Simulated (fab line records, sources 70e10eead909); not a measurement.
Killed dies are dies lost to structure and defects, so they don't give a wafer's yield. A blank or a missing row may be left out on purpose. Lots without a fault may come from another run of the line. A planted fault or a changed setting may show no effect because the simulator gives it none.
fab line records | flow nand_harc
record lots=12 wafers=30 last_day=33
route steps=1302 shown A_CHANNEL_HOLE_D1@470 A_CHANNEL_FILL_D1@492 END@1301
lots that met no fault: from a run of the same line without faults
start_h: hours from the record's first day to the start of the lot's first wafer shown | wait_h: hours since the lot's step before | " the same as in the row above | L1.1+2: a row that stands for several wafers | - no value, or no start given | * or withheld: withheld | < > ~ a bound
route shown NAME@n: a module of which the file shows steps, and the number in the route of the first | usual: mean/standard deviation of fault-free wafers | same: alike in all rows | chamber/n: place in a boat | sites: the reading at each site | _std_site: their standard deviation | _edge_site: outer sites' mean less inner sites' | radius_mm: how far each site lies from the wafer's centre | mask NAME#n: copy n | behind: the tool/chamber that last shaped the wafer | hold: why the lot was held/for how many hours/how that ended | device: the transistor (n, p or np) that didn't switch | end of line: the same wafers' tests at the end of the route | a step without rows: its recipe alone | killed: dies lost to structure and defects at the first sort, not the wafer's yield | map: a wafer's dies, x killed, . not, _ none there
set.NAME: the setting as run; set.NAME@STEP: as run at that earlier step | model.NAME: the simulator's own value behind a step, which no gauge read
steps of the route over a sample of lots; a table a step, a row a wafer
services: from which hour (start_h, from the record's first day; less than 0 if before it) a tool's chamber was out of use, for how many hours, and why
## steps
# step NHARC_A_CHANNEL_HOLE_D1_CD_MEAS_18
# usual cd_nm=99.7/2.3
# columns lot.wafer tool chamber start_h wait_h cd_nm
L637.2 cd_sem-03 - 204.58 - 100.6
L637.5 " - " " 101.8
L637.6 " - " " 102.5
L639.3 cd_sem-01 - 226.30 - 99.3
L639.4 " - " " 101.9
L639.6 " - " " 99.6
L642.1 cd_sem-01 - 249.35 - 99.4
L642.2 " - " " 94.5
L642.5 " - " " 98.4
L644.1 cd_sem-03 - 265.06 - 102.9
L644.3 " - " " 99.0
L644.5 " - " " 100.5
L645.4 cd_sem-01 - 285.41 - 101.7
L645.5 " - " " 102.2
L645.6 " - " " 99.0
L646.1 cd_sem-03 - 289.70 - 100.3
L646.4 " - " " 99.2
L646.6 " - " " 96.9
L649.1 cd_sem-01 - 322.66 - 100.8
L650.1 cd_sem-03 - 323.10 - 101.0
L651.1 cd_sem-02 - 339.44 - 97.4
L651.4 " - " " 99.5
L651.5 " - " " 96.9
L653.1 cd_sem-03 - 362.38 - 99.3
L658.3 cd_sem-01 - 404.65 - 100.3
L658.4 " - " " 102.9
L658.6 " - " " 101.5
L657.1 cd_sem-03 - 404.80 - 99.5
L657.5 " - " " 94.4
L657.6 " - " " 100.1
# step NHARC_A_CHANNEL_HOLE_D1_XSEM_31
# recipe landing_energy_ev=35000
# usual bot_cd_nm=75.2/1.4 bow_nm=8.7/0.35 tilt_deg=0.09/0.043
# columns lot.wafer tool chamber start_h wait_h bot_cd_nm bow_nm tilt_deg
L637.2 xsem-01 0 210.29 0.1 75.4 8.6 0.10
L637.5 " 0 " " 77.3 8.5 0.10
L637.6 " 0 " " 75.0 8.5 0.10
L639.3 xsem-02 0 232.04 0.1 77.5 9.0 0.07
L639.4 " 0 " " 76.5 9.1 0.06
L639.6 " 0 " " 76.4 9.1 0.06
L642.1 xsem-01 0 255.04 0.1 75.2 8.9 0.09
L642.2 " 0 " " 75.0 8.8 0.08
L642.5 " 0 " " 74.0 8.9 0.09
L644.1 xsem-01 0 272.94 0.1 75.7 8.6 0.07
L644.3 " 0 " " 75.6 8.5 0.07
L644.5 " 0 " " 75.6 8.4 0.07
L645.4 xsem-01 0 294.89 0.1 76.6 8.8 0.17
L645.5 " 0 " " 75.0 8.9 0.17
L645.6 " 0 " " 76.8 8.8 0.18
L646.1 xsem-02 0 303.70 0.1 76.8 8.4 0.12
L646.4 " 0 " " 74.7 8.5 0.13
L646.6 " 0 " " 75.7 8.4 0.13
L649.1 xsem-02 0 328.49 0.1 76.1 7.8 0.03
L650.1 xsem-01 0 329.06 0.1 73.6 8.3 0.10
L651.1 xsem-02 0 346.90 0.1 76.7 9.1 0.03
L651.4 " 0 " " 76.4 9.1 0.03
L651.5 " 0 " " 77.4 9.1 0.03
L653.1 xsem-02 0 368.53 0.1 76.7 8.5 0.02
L658.3 xsem-02 0 410.36 0.1 74.6 8.3 0.15
L658.4 " 0 " " 74.3 8.3 0.15
L658.6 " 0 " " 74.2 8.3 0.14
L657.1 xsem-01 0 410.87 0.1 72.3 8.6 0.10
L657.5 " 0 " " 73.1 8.5 0.10
L657.6 " 0 " " 73.4 8.6 0.10
# step NHARC_A_CHANNEL_HOLE_D1_INSPECT_40
# usual raw_defect_count=70/24
# columns lot.wafer tool chamber start_h wait_h raw_defect_count
L637.2 defect_inspect-01 - 210.38 - 61
L637.5 " - " " 115
L637.6 " - " " 70
L639.3 defect_inspect-01 - 232.13 - 108
L639.4 " - " " 86
L639.6 " - " " 92
L642.1 defect_inspect-02 - 255.13 - 116
L642.2 " - " " 91
L642.5 " - " " 108
L644.1 defect_inspect-01 - 273.04 - 36
L644.3 " - " " 41
L644.5 " - " " 59
L645.4 defect_inspect-01 - 294.98 - 71
L645.5 " - " " 32
L645.6 " - " " 55
L646.1 defect_inspect-02 - 303.80 - 118
L646.4 " - " " 110
L646.6 " - " " 97
L649.1 defect_inspect-01 - 328.58 - 46
L650.1 defect_inspect-01 - 329.16 - 90
L651.1 defect_inspect-02 - 347.00 - 104
L651.4 " - " " 89
L651.5 " - " " 79
L653.1 defect_inspect-01 - 368.63 - 89
L658.3 defect_inspect-02 - 410.45 - 59
L658.4 " - " " 57
L658.6 " - " " 66
L657.1 defect_inspect-02 - 410.97 - 61
L657.5 " - " " 53
L657.6 " - " " 71
# step NHARC_A_CHANNEL_FILL_D1_ALD_02
# recipe target_thk_a=60 pulse_time_s=10 ald_cycles=60 temp_c=300 material=SiO2
# usual ald_cycles=60/0 heater_power_w=458/37 precursor_pulse_height_rel=0.997/0.02
# columns lot.wafer tool chamber start_h wait_h ald_cycles heater_power_w precursor_pulse_height_rel
L637.2 ald_hk-01 1 210.73 - 60 430 1.009
L637.6 " 3 " " 60 487 0.981
L637.5 " 0 " " 60 408 0.975
L639.4 ald_hk-03 3 232.32 - 60 441 1.015
L639.3 " 0 " " 60 408 1.021
L639.6 " 3 " " 60 440 0.977
L642.1 ald_hk-03 0 255.33 - 60 423 1.013
L642.2 " 3 " " 60 450 1.009
L642.5 " 1 " " 60 522 0.988
L644.3 ald_hk-01 3 273.31 - 60 480 1.023
L644.1 " 1 " " 60 431 1.002
L644.5 " 3 " " 60 478 0.997
L645.4 ald_hk-01 0 295.45 - 60 412 1.015
L645.6 " 1 " " 60 432 1.025
L645.5 " 2 " " 60 489 0.962
L646.1 ald_hk-03 3 304.29 - 60 453 0.998
L646.4 " 0 " " 60 413 1.016
L646.6 " 1 " " 60 542 0.986
L649.1 ald_hk-01 3 329.01 - 118 470 0.995
L650.1 ald_hk-01 2 329.58 - 118 502 0.994
L651.4 ald_hk-03 3 347.26 - 60 429 1.005
L651.1 " 0 " " 60 416 0.993
L651.5 " 2 " " 60 469 0.994
L653.1 ald_hk-01 2 369.01 0.3 118 509 0.981
L658.4 ald_hk-04 2 410.64 - 60 456 0.991
L658.3 " 3 " " 60 438 1.004
L658.6 " 2 " " 60 450 1.022
L657.1 ald_hk-03 1 411.30 - 60 560 0.986
L657.5 " 3 " " 60 498 1.041
L657.6 " 0 " " 60 389 0.975
# step NHARC_END_WLT_00
# usual VT_DECK1_BOTTOM=0.871/0.0074 VT_DECK1_BOTTOM_INNER=0.870/0.008 VT_DECK1_MEDIAN_NEAR_BOTTOM=0.872/0.0076 VT_DECK1_MEDIAN_NEAR_BOTTOM_INNER=0.873/0.0073 VT_DECK1_MIDDLE=0.884/0.0074 VT_DECK1_MIDDLE_INNER=0.883/0.0075 VT_DECK1_TOP=0.894/0.0075 VT_DECK1_TOP_INNER=0.894/0.0077 VT_DECK2_BOTTOM=0.866/0.0087 VT_DECK2_BOTTOM_INNER=0.866/0.0092 VT_DECK2_MEDIAN_NEAR_BOTTOM=0.866/0.0091 VT_DECK2_MEDIAN_NEAR_BOTTOM_INNER=0.868/0.0087 VT_DECK2_MIDDLE=0.881/0.0082 VT_DECK2_MIDDLE_INNER=0.880/0.0083 VT_DECK2_TOP=0.893/0.0085 VT_DECK2_TOP_INNER=0.893/0.0084
# columns lot.wafer tool chamber start_h wait_h VT_DECK1_BOTTOM VT_DECK1_BOTTOM_INNER VT_DECK1_MEDIAN_NEAR_BOTTOM VT_DECK1_MEDIAN_NEAR_BOTTOM_INNER VT_DECK1_MIDDLE VT_DECK1_MIDDLE_INNER VT_DECK1_TOP VT_DECK1_TOP_INNER VT_DECK2_BOTTOM VT_DECK2_BOTTOM_INNER VT_DECK2_MEDIAN_NEAR_BOTTOM VT_DECK2_MEDIAN_NEAR_BOTTOM_INNER VT_DECK2_MIDDLE VT_DECK2_MIDDLE_INNER VT_DECK2_TOP VT_DECK2_TOP_INNER
L637.2 prober-01 - 585.51 0.5 0.854 0.853 0.862 0.864 0.864 0.875 0.875 0.880 0.865 0.854 0.856 0.864 0.880 0.881 0.896 0.889
L637.5 " - 587.00 2.0 0.866 0.865 0.866 0.873 0.871 0.878 0.883 0.879 0.858 0.860 0.855 0.866 0.874 0.882 0.900 0.885
L637.6 " - " " 0.862 0.864 0.863 0.860 0.873 0.869 0.884 0.889 0.847 0.845 0.856 0.855 0.881 0.869 0.888 0.891
L639.3 prober-01 - 597.75 1.0 0.874 0.872 0.866 0.870 0.886 0.888 0.896 0.888 0.864 0.866 0.860 0.869 0.875 0.877 0.890 0.890
L639.4 " - " " 0.866 0.872 0.867 0.870 0.885 0.874 0.885 0.886 0.874 0.875 0.873 0.865 0.878 0.878 0.886 0.888
L639.6 " - 599.25 2.5 0.870 0.869 0.869 0.876 0.881 0.887 0.895 0.886 0.866 0.870 0.869 0.865 0.876 0.879 0.894 0.892
L642.1 prober-02 - 631.06 0.1 0.880 0.878 0.880 0.884 0.885 0.889 0.899 0.902 0.857 0.852 0.858 0.855 0.864 0.872 0.884 0.884
L642.2 " - " " 0.883 0.873 0.886 0.884 0.888 0.889 0.902 0.901 0.862 0.865 0.861 0.862 0.880 0.874 0.890 0.889
L642.5 " - 633.05 2.0 0.871 0.879 0.881 0.879 0.885 0.881 0.895 0.895 0.849 0.862 0.865 0.862 0.871 0.869 0.888 0.877
L644.1 prober-02 - 640.68 0.1 0.868 0.868 0.874 0.872 0.884 0.890 0.895 0.893 0.870 0.872 0.868 0.869 0.885 0.879 0.895 0.886
L644.3 " - 641.68 1.1 0.874 0.879 0.875 0.868 0.888 0.883 0.884 0.901 0.861 0.856 0.874 0.866 0.879 0.875 0.886 0.892
L644.5 " - 642.69 2.1 0.873 0.863 0.871 0.876 0.886 0.880 0.894 0.885 0.866 0.862 0.870 0.868 0.881 0.875 0.894 0.890
L645.4 prober-01 - 684.24 1.6 0.877 0.872 0.867 0.869 0.878 0.882 0.895 0.887 0.856 0.857 0.854 0.862 0.879 0.874 0.881 0.880
L645.5 " - " " 0.877 0.868 0.867 0.868 0.876 0.874 0.900 0.873 0.854 0.866 0.857 0.861 0.871 0.873 0.886 0.889
L645.6 " - " " 0.869 0.871 0.875 0.873 0.879 0.878 0.889 0.887 0.859 0.863 0.860 0.861 0.877 0.877 0.882 0.880
L646.1 prober-02 - 693.68 1.4 0.878 0.886 0.886 0.884 0.896 0.902 0.908 0.902 0.872 0.864 0.871 0.882 0.883 0.888 0.890 0.900
L646.4 " - 695.17 2.9 0.878 0.875 0.883 0.878 0.894 0.895 0.904 0.905 0.866 0.869 0.872 0.873 0.880 0.887 0.896 0.898
L646.6 " - " " 0.883 0.877 0.888 0.886 0.902 0.899 0.903 0.906 0.874 0.880 0.874 0.874 0.887 0.887 0.890 0.888
L649.1 prober-01 - 702.19 0.0 0.900 0.893 0.898 0.900 0.911 0.911 0.923 0.925 0.867 0.877 0.864 0.874 0.884 0.892 0.898 0.895
L650.1 prober-02 - 702.20 0.1 0.879 0.881 0.879 0.886 0.896 0.898 0.915 0.917 0.879 0.881 0.875 0.877 0.886 0.899 0.905 0.908
L651.1 prober-01 - 717.55 0.0 0.870 0.876 0.884 0.883 0.886 0.883 0.896 0.898 0.868 0.869 0.875 0.879 0.888 0.880 0.903 0.900
L651.4 " - 719.05 1.5 0.879 0.871 0.876 0.873 0.888 0.891 0.897 0.899 0.874 0.871 0.869 0.870 0.882 0.876 0.907 0.910
L651.5 " - " " 0.877 0.876 0.883 0.885 0.885 0.884 0.896 0.903 0.875 0.874 0.879 0.880 0.884 0.890 0.896 0.899
L653.1 prober-02 - 717.57 0.1 0.898 0.898 0.905 0.907 0.909 0.910 0.914 0.924 0.873 0.873 0.867 0.875 0.888 0.886 0.903 0.900
L658.3 prober-02 - 769.85 1.1 0.860 0.860 0.861 0.859 0.883 0.880 0.888 0.895 0.862 0.868 0.862 0.864 0.881 0.879 0.891 0.895
L658.4 " - " " 0.864 0.864 0.861 0.864 0.877 0.875 0.889 0.889 0.861 0.866 0.856 0.877 0.882 0.875 0.894 0.891
L658.6 " - 771.36 2.6 0.867 0.864 0.862 0.868 0.878 0.867 0.889 0.890 0.869 0.852 0.860 0.868 0.877 0.881 0.887 0.893
L657.1 prober-02 - 789.05 0.1 0.872 0.869 0.868 0.873 0.882 0.882 0.891 0.902 0.864 0.861 0.860 0.861 0.876 0.882 0.885 0.889
L657.5 " - 791.07 2.1 0.862 0.874 0.878 0.874 0.891 0.888 0.905 0.901 0.868 0.859 0.860 0.859 0.878 0.876 0.886 0.884
L657.6 " - " " 0.876 0.881 0.875 0.871 0.886 0.878 0.897 0.897 0.863 0.853 0.857 0.858 0.879 0.877 0.894 0.886
# step NHARC_END_SORT_01
# recipe temp_c=25
# usual killed_at_array=62/20 killed_at_other=0.8/1.1 killed_at_periphery=3.5/2.4 killed_dies=66/21 killed_open=3.5/1.9 killed_short=2.5/1.7
# same gross_dies=677
# columns lot.wafer tool chamber start_h wait_h killed_at_array killed_at_other killed_at_periphery killed_dies killed_open killed_short
L649.1 prober-01 0 705.19 2.5 24 0 2 26 1 5
L657.1 prober-02 0 792.08 2.5 69 2 9 80 5 2
L657.5 prober-02 0 795.28 3.7 79 1 7 87 1 5
L657.6 prober-02 0 796.07 4.0 81 0 7 88 3 4
# killed by level:class
L649.1 A_CHANNEL_HOLE_D1:chamber_film_flake=7 A_CONTACT:chamber_film_flake=7 A_WL_FILL:geometric_particle:short=2 A_SLIT:chamber_film_flake=2 A_WL_FILL:chamber_film_flake=2 A_ONON_D1:geometric_particle:short=1 A_CHANNEL_FILL_D1:geometric_particle:short=1 A_DECK1_JOINT:geometric_particle:short=1
L657.1 A_SLIT:chamber_film_flake=30 A_CHANNEL_HOLE_D2:chamber_film_flake=27 P_STI:chamber_film_flake=3 P_M0:geometric_particle:open=2 P_GATE:chamber_film_flake=2 A_CHANNEL_HOLE_D1:chamber_film_flake=2 A_STAIRCASE:chamber_film_flake=2 A_BLC:chamber_film_flake=2
L657.5 A_SLIT:chamber_film_flake=39 A_CHANNEL_HOLE_D2:chamber_film_flake=32 P_GATE:chamber_film_flake=3 P_M1:chamber_film_flake=3 A_ONON_D1:geometric_particle:short=2 A_ONON_D1:geometric_particle:open=1 A_CHANNEL_FILL_D2:geometric_particle:short=1 A_WL_FILL:geometric_particle:short=1
L657.6 A_SLIT:chamber_film_flake=42 A_CHANNEL_HOLE_D2:chamber_film_flake=23 P_GATE:chamber_film_flake=5 A_CONTACT:chamber_film_flake=4 A_STAIRCASE:chamber_film_flake=3 A_ONON_D1:geometric_particle:open=2 A_ONON_D1:geometric_particle:short=2 P_GATE:geometric_particle:open=1
## services
# columns tool chamber start_h hours kind
ald_hk-03 - 213.82 10.0 pm
ald_hk-03 0 213.82 10.0 vent_cycle
ald_hk-03 1 213.82 10.0 vent_cycle
ald_hk-03 2 213.82 10.0 vent_cycle
ald_hk-03 3 213.82 10.0 vent_cycle
ald_hk-01 - 214.22 1.3 repair
ald_hk-03 0 223.82 - clean
ald_hk-03 1 223.82 - clean
ald_hk-03 2 223.82 - clean
ald_hk-03 3 223.82 - clean
ald_hk-01 - 299.15 10.0 pm
ald_hk-01 0 299.15 10.0 vent_cycle
ald_hk-01 1 299.15 10.0 vent_cycle
ald_hk-01 2 299.15 10.0 vent_cycle
ald_hk-01 3 299.15 10.0 vent_cycle
ald_hk-01 0 309.15 - clean
xsem-01 - 342.47 5.9 repair
xsem-01 - 374.00 14.0 pm
ald_hk-03 2 392.23 10.0 vent_cycle
ald_hk-03 3 392.23 10.0 vent_cycle
ald_hk-03 0 402.23 - clean
ald_hk-03 1 402.23 - clean
ald_hk-03 2 402.23 - clean
ald_hk-03 3 402.23 - clean
## key
first_sign step=NHARC_A_CHANNEL_FILL_D1_ALD_02 reading=ald_cycles direction=up sigmas=99+ usual=60 struck=118
effect step=NHARC_END_WLT_00 reading=VT_DECK1_TOP_INNER direction=up sigmas=3.6 usual=0.894 struck=0.922
met_at NHARC_A_CHANNEL_FILL_D1_ALD_02
struck_lots L649,L650,L653
struck_wafers L649.1,L650.1,L653.1
tester_left_out L649,L650,L653
not_acting_at NHARC_A_CHANNEL_HOLE_D1_CD_MEAS_18,NHARC_A_CHANNEL_HOLE_D1_XSEM_31,NHARC_A_CHANNEL_HOLE_D1_INSPECT_40
fault kind=process_parameter_drift tool=ald_hk-01 chamber=- onset_h=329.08 steps=NHARC_A_CHANNEL_FILL_D1_ALD_02 channel=ald_cycles offset=58 shape=step end_h=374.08 scope=struck_wafers_only acts_in=these_recipes_only stated=60
# tester_left_out: of these lots the tester's yield and bins aren't shown, on N5 and GAA mostly nor the transistor test; their killed dies are dies lost to structure and defects alone, not to doping, threshold or leakage, so they don't give the yield
